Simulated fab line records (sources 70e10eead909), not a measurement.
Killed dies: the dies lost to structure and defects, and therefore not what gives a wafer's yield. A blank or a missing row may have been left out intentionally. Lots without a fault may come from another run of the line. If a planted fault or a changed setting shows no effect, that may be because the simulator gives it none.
A struck lot beside a sound one ; flow nand-harc ; 24 out of 1302 route steps
Sound: the wafers L652.1, L652.4, L652.5. Struck: wafers L663.1, L663.2, L663.5. The cause is named last.
Each step with rows lists, per side, the tool, then ch with its chambers, then its first start. Under that, the readings that differ: sound wafers ; struck wafers ; difference of the means ; sigmas: that difference in standard deviations of wafers without a fault.
alike: same words and numbers on both sides, and readings whose means sit less than 2 such deviations apart. not compared: any withheld reading, any reading some wafer has no value for, any bound like >300 that may hide the same value, and any number with overlapping values for which the record gives no deviation.
The two part at a step that has a row with sigmas, a row that says differs or no value, or rows on one side only. Non-overlapping numbers with no deviation appear without sigmas and do not part them. Lack of a reading on every wafer of one side parts them only where that side has two or more wafers.

NHARC_A_BLC_PVD_32: deposits Ti, target thk 5 nm, time 17.7 s.
  sound on pvd-sputter-03; struck on pvd-sputter-03
  alike: substrate-temp-c, throttle-valve-pct
NHARC_A_BLC_ALD_23: deposits TiN, target thk 3 nm, pulse time 1 s, ald cycles 150.
  sound on ald-metal-01 ch 1,3, day 24 02:56; struck on ald-metal-03 ch 0,1, day 27 13:56
  alike: heater-power-w, precursor-pulse-height-rel
NHARC_A_BLC_CVD_24: deposits W, target thk 150 nm, time 434 s.
  sound on cvd-w-01 ch 0,1; struck on cvd-w-02 ch 0,1
  alike: heater-power-w, throttle-valve-pct
NHARC_A_BLC_CMP_25: polishes, t overpolish 30 s, target thk 150 nm.
  sound on cmp-04 ch 0,1,2, day 24 03:40; struck on cmp-01 ch 1,3, day 27 14:41
  alike: motor-current-A, overpolish-run-s, time-to-endpoint-s
next, for these wafers, 1 step has no rows: NHARC_A_BLC_SRD_27.
NHARC_A_BLC_INSPECT_28:
  sound on defect-inspect-02, day 24 04:05; struck on defect-inspect-01, day 27 15:03
  alike: raw-defect-count
then, 5 steps without rows for these wafers: NHARC_A_M0_DEP_00 (deposits SiOC, target thk 150 nm); NHARC_A_M0_DEHYDRATE_01 (time 120 s); NHARC_A_M0_HMDS_02 (time 30 s); NHARC_A_M0_COAT_33 (time 65 s); NHARC_A_M0_COAT_03 (resist thk 90 nm).
NHARC_A_M0_SOFTBAKE_04: time 55 s.
  sound on litho-track-06 ch 0, day 24 04:00; struck on litho-track-06 ch 0, day 27 15:00
reading;sound;struck;difference;sigmas
heater-power-total-W (W);188.82 188.26 188.23;214.30 214.53 214.32;+25.95;+99 or more
  alike: resist-line-temp-C
then, 4 steps without rows for these wafers: NHARC_A_M0_EBR_05; NHARC_A_M0_EXPOSE_06 (exposes mask A M0, target cd 80 nm); NHARC_A_M0_PEB_07 (peb time 65 s); NHARC_A_M0_DEVELOP_08 (develop time 35 s).
NHARC_A_M0_CD_MEAS_09: target cd 80 nm.
  sound on cd-sem-01 ch 0, day 24 04:59; struck on cd-sem-03 ch 0, day 27 15:51
  alike: cd-nm
NHARC_A_M0_OVL_MEAS_10: pitch 160 nm.
  sound on overlay-02, day 24 05:04; struck on overlay-01, day 27 15:56
reading;sound;struck;difference;sigmas
overlay-x-nm (nm);-0.3 -1.0 -1.4;1.0 0.6 0.8;+1.7;+2
  alike: overlay-y-nm
NHARC_A_M0_INSPECT_11:
  sound on defect-inspect-01, day 24 05:07; struck on defect-inspect-02, day 27 15:58
reading;sound;struck;difference;sigmas
raw-defect-count;97 102 109;38 29 24;-72;-2
NHARC_A_M0_DESCUM_14: chemistry O2, time 3 s.
  sound on rie-diel-04 ch 0,1, day 24 05:10; struck on rie-diel-03 ch 0,1,3, day 27 16:02
reading;sound;struck;difference;sigmas
model.A_M0.cd-nm (nm);79.62 80.32 79.94;79 78.47 78.71;-1;
  alike: chamber-pressure-mTorr, drypump-motor-current-A, oes-product-au, rf-vpp-V, showerhead-plenum-p-Torr, throttle-valve-pct
  not compared: rf-hours-counter-h
NHARC_A_M0_ETCH_34: etches the open film in N2/H2, target depth 40 nm, overetch 12 nm, time 43.94 s.
  sound on rie-diel-04 ch 1,2,3, day 24 05:15; struck on rie-diel-03 ch 0,2, day 27 16:07
reading;sound;struck;difference;sigmas
rf-vpp-V (V);428.4 428.0 425.8;431.8 433.0 431.8;+4.8;+2
showerhead-plenum-p-Torr (Torr);1.96 1.93 1.95;2.06 2.12 2.12;+0.15;+2
  alike: chamber-pressure-mTorr, drypump-motor-current-A, oes-product-au, throttle-valve-pct
  not compared: rf-hours-counter-h
NHARC_A_M0_ETCH_15: etches the open film in C4F8/Ar, target depth 150 nm, overetch 15 nm, time 82.5 s.
  sound on rie-diel-04 ch 0,1; struck on rie-diel-03 ch 1,3
reading;sound;struck;difference;sigmas
model.A_M0.cd-nm (nm);79.48 80.31 80.31;78.66 78.81 79.09;-1.18;
  alike: chamber-pressure-mTorr, oes-product-au, rf-vpp-V
  not compared: rf-hours-counter-h
NHARC_A_M0_CD_MEAS_16:
  sound on cd-sem-01, day 24 05:28; struck on cd-sem-01, day 27 16:20
  alike: cd-nm
NHARC_END_SORT_01:
  sound on prober-01 ch 0, day 26 17:22; struck on prober-01 ch 0, day 29 10:26
reading;sound;struck;difference;sigmas
defect-limited-yield (%);91.1 90.3 90.0;94.7 95.6 96.5;+5.1;+2
killed-dies;60 66 68;36 30 24;-35;-2
  alike: killed-at-array, killed-at-other, killed-at-periphery, killed-open, killed-short

== WHERE THEY PART ==
Last at NHARC_END_SORT_01 as far as this record goes, first at NHARC_A_M0_SOFTBAKE_04.

WHY: whatever the simulator had introduced
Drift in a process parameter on litho-track-06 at NHARC_A_M0_SOFTBAKE_04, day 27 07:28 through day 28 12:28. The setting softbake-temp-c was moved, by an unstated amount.
